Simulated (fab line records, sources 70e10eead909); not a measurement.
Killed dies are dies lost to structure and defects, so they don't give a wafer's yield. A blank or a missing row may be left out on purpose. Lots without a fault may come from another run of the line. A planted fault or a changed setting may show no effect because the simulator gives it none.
A struck lot beside a sound one | flow nand_harc | 14 steps out of a route of 1302
Sound: wafers L458.1, L458.3, L458.5. Struck: wafer L474.3. (L474.2, L474.5 of the same lot were not struck and are left out.) The cause comes at the end.
At each step with rows: each side's tool, then ch and its chambers, then its first start. Under that, the readings that differ: sound wafers | struck wafers | difference of the means | sigmas: that difference in standard deviations of wafers without a fault.
alike: readings whose means differ by less than 2 such deviations, and words and numbers that are the same on both sides. not compared: withheld readings, readings that some wafer has no value for, bounds like >300 that may hide the same value, and numbers for which the record gives no deviation and whose values overlap.
The two part at a step that has a row with sigmas, a row that says differs or no value, or rows on one side only. Numbers that don't overlap but have no deviation are shown without sigmas and don't part them. A reading that every wafer of one side lacks parts them only if that side has two wafers or more.

first, 7 steps without rows for these wafers: NHARC_A_CONTACT_COAT_62 (time 65 s); NHARC_A_CONTACT_COAT_63 (resist thk 90 nm); NHARC_A_CONTACT_SOFTBAKE_64 (time 55 s); NHARC_A_CONTACT_EBR_65; NHARC_A_CONTACT_EXPOSE_66 (exposes mask A CC 2); NHARC_A_CONTACT_PEB_67 (peb time 65 s); NHARC_A_CONTACT_DEVELOP_68 (develop time 35 s).
NHARC_A_CONTACT_CD_MEAS_69: target cd 300 nm.
  sound on cd_sem-01 ch 0, day 22 16:28; struck on cd_sem-03 ch 0, day 28 14:52
  alike: cd_nm
NHARC_A_CONTACT_OVL_MEAS_70:
  sound on overlay-01, day 22 16:34; struck on overlay-02, day 28 14:57
  alike: overlay_x_nm, overlay_y_nm
NHARC_A_CONTACT_INSPECT_71:
  sound on defect_inspect-02, day 22 16:35; struck on defect_inspect-02, day 28 14:59
  reading          | sound     | struck | difference | sigmas
  raw_defect_count | 92 97 111 | 25     | -75        | -2
NHARC_A_CONTACT_DESCUM_74: chemistry O2, time 3 s.
  sound on rie_diel-08 ch 1,2,3, day 22 16:43; struck on rie_diel-01 ch 0, day 28 15:03
  reading                     | sound       | struck | difference | sigmas
  drypump_motor_current_A (A) | 5.4 6.2 6.1 | 5.0    | -0.9       | -2
  alike: oes_product_au, rf_vpp_V, showerhead_plenum_p_Torr, throttle_valve_pct
  not compared: rf_hours_counter_h
NHARC_A_CONTACT_ETCH_75: etches the open film in CF4, target depth 39 nm, time 65 s.
  sound on rie_diel-08 ch 1,3, day 22 16:49; struck on rie_diel-01 ch 0, day 28 15:08
  reading                | sound                | struck | difference | sigmas
  throttle_valve_pct (%) | 13.279 13.292 13.276 | 13.303 | +0.021     | +2
  alike: drypump_motor_current_A, oes_product_au, rf_vpp_V, showerhead_plenum_p_Torr
  not compared: rf_hours_counter_h
NHARC_A_CONTACT_ETCH_76: etches the open film in N2/H2, target depth 260 nm, time 475.3 s.
  sound on rie_diel-08 ch 0,1,3, day 22 16:54; struck on rie_diel-01 ch 0, day 28 15:16
  reading               | sound             | struck | difference | sigmas
  oes_product_au (a.u.) | 0.996 0.986 1.003 | 0.857  | -0.138     | -17
  alike: drypump_motor_current_A, rf_vpp_V, showerhead_plenum_p_Torr, throttle_valve_pct
  not compared: rf_hours_counter_h
NHARC_A_CONTACT_ETCH_77: etches the open film in CF4/CHF3, target depth 108.9 nm, time 54.5 s.
  sound on rie_diel-08 ch 1,2,3; struck on rie_diel-01 ch 0
  reading                     | sound       | struck | difference | sigmas
  drypump_motor_current_A (A) | 6.1 6.3 5.4 | 5.0    | -0.9       | -2
  alike: oes_product_au, rf_vpp_V, showerhead_plenum_p_Torr, throttle_valve_pct
  not compared: rf_hours_counter_h

WHERE THEY PART
First at NHARC_A_CONTACT_INSPECT_71; last, within this record, at NHARC_A_CONTACT_ETCH_77.

WHY: what the simulator had put in
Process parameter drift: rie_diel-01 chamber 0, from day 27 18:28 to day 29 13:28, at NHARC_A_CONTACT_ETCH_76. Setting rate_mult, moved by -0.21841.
